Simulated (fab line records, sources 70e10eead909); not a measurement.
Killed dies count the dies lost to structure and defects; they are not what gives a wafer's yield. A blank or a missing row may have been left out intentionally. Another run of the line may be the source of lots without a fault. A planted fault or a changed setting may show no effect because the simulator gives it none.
A lot that was struck, set against a sound lot + flow nandHarc + 20 out of 1302 route steps
Sound: the wafers L781.1, L781.2, L781.6. Struck: wafers L784.3, L784.4, L784.5. Last of all comes the cause.
Each step with rows lists, per side, the tool, then ch with its chambers, then its first start. Under that, the readings that differ: sound wafers + struck wafers + difference of the means + sigmas: that difference in standard deviations of wafers without a fault.
alike: a reading whose means differ by less than 2 such deviations, as well as words and numbers matching on both sides. not compared: withheld readings; readings where some wafer has no value; bounds like >300 that might hide an equal value; numbers whose values overlap and for which the record gives no deviation.
A row with sigmas, a row that says differs or no value, or rows on one side alone: a step with any of these is where the two part. Numbers that have no deviation but don't overlap get no sigmas and don't part them. A reading missing from all wafers of one side parts the sides only when that side holds two or more wafers.

NHARC_P_GATE_ALD_36: deposits SiNx, target thk 20 nm, pulse time 60 s, ald cycles 223.
  sound on aldSin-04 ch 0,2,3, day 7 16:17; struck on aldSin-04 ch 1,2, day 8 21:16
  alike: heaterPowerW, precursorPulseHeightRel
NHARC_P_GATE_ETCHBACK_37: etches the open film in CHF3/O2, target depth 34.5 nm, time 17.2 s.
  sound on rieDiel-03 ch 0,1,2; struck on rieDiel-01 ch 0,1
| reading                      | sound          | struck         | difference | sigmas |
|------------------------------|----------------|----------------|------------|--------|
| showerheadPlenumPTorr (Torr) | 2.35 2.31 2.26 | 2.55 2.53 2.53 | +0.23      | +2     |
  alike: chamberPressureMTorr, drypumpMotorCurrentA, oesProductAu, rfVppV, throttleValvePct
  not compared: rfHoursCounterH
NHARC_P_GATE_STRIP_101: strips in O2, time 20 s.
  sound on rieDiel-03 ch 0,1,3, day 8 00:51; struck on rieDiel-01 ch 1,2, day 9 06:58
  alike: chamberPressureMTorr, drypumpMotorCurrentA, oesProductAu, rfVppV, showerheadPlenumPTorr, throttleValvePct
  not compared: rfHoursCounterH
then, 9 steps without rows for these wafers: NHARC_P_GATE_PRECLEAN_97 (cleans in SPM, time 600 s); NHARC_P_GATE_SRD_98; NHARC_P_GATE_PRECLEAN_99 (cleans in SC1); NHARC_P_GATE_SRD_100; NHARC_P_GATE_DEHYDRATE_38 (time 120 s); NHARC_P_GATE_HMDS_39 (time 30 s); NHARC_P_GATE_COAT_40; NHARC_P_GATE_SOFTBAKE_41 (time 95 s); NHARC_P_GATE_EBR_42.
NHARC_P_GATE_EXPOSE_43: exposes mask P NSD, target cd 720 nm.
  sound on krfScanner-04 ch 0, day 8 01:29; struck on krfScanner-03 ch 0, day 9 07:37
| reading | sound                   | struck                           | difference | sigmas |
|---------|-------------------------|----------------------------------|------------|--------|
| mask    | P_NSD#0 P_NSD#0 P_NSD#0 | P_NSD_R1#0 P_NSD_R1#0 P_NSD_R1#0 | differs    |        |
then, 2 steps without rows for these wafers: NHARC_P_GATE_PEB_44 (peb time 85 s); NHARC_P_GATE_DEVELOP_45 (time 70 s).
NHARC_P_GATE_CD_MEAS_46 targets a cd of 720 nm.
  sound on cdSem-03 ch 0, day 8 01:38; struck on cdSem-01 ch 0, day 9 07:47
| reading   | sound             | struck            | difference | sigmas |
|-----------|-------------------|-------------------|------------|--------|
| cdNm (nm) | 720.8 719.2 720.2 | 667.2 666.5 667.0 | -53.2      | -44    |
then, 1 step without rows for these wafers: NHARC_P_GATE_HARDBAKE_47 (time 80 s).
NHARC_P_GATE_DESCUM_48: chemistry O2, time 3 s.
  sound on rieDiel-01 ch 1,2,3, day 8 01:48; struck on rieDiel-01 ch 0,3, day 9 07:56
| reading                | sound           | struck            | difference | sigmas |
|------------------------|-----------------|-------------------|------------|--------|
| model.P_GATE.cdNm (nm) | 720.7 718.6 720 | 667.1 666.4 666.9 | -53.0      |        |
  alike: chamberPressureMTorr, drypumpMotorCurrentA, oesProductAu, rfVppV, showerheadPlenumPTorr, throttleValvePct
  not compared: rfHoursCounterH
then, 1 step without rows for these wafers: NHARC_P_GATE_IMPLANT_49.
-- jump in the record: it breaks off in module P_GATE and resumes in module END (first step shown: number 1302 of the route), and 20 days separate the struck wafers' starts before and after --
NHARC_END_SORT_01:
  sound on prober-02 ch 0, day 27 02:44; struck on prober-01 ch 0, day 29 01:05
  alike: killedAtArray, killedAtOther, killedAtPeriphery, killedDies, killedOpen, killedShort

WHERE THEY PART
First at NHARC_P_GATE_ETCHBACK_37; last, within this record, at NHARC_P_GATE_CD_MEAS_46. Later steps at which nothing parts them and some readings are alike: NHARC_P_GATE_DESCUM_48, NHARC_END_SORT_01.

WHY: what the simulator had put in
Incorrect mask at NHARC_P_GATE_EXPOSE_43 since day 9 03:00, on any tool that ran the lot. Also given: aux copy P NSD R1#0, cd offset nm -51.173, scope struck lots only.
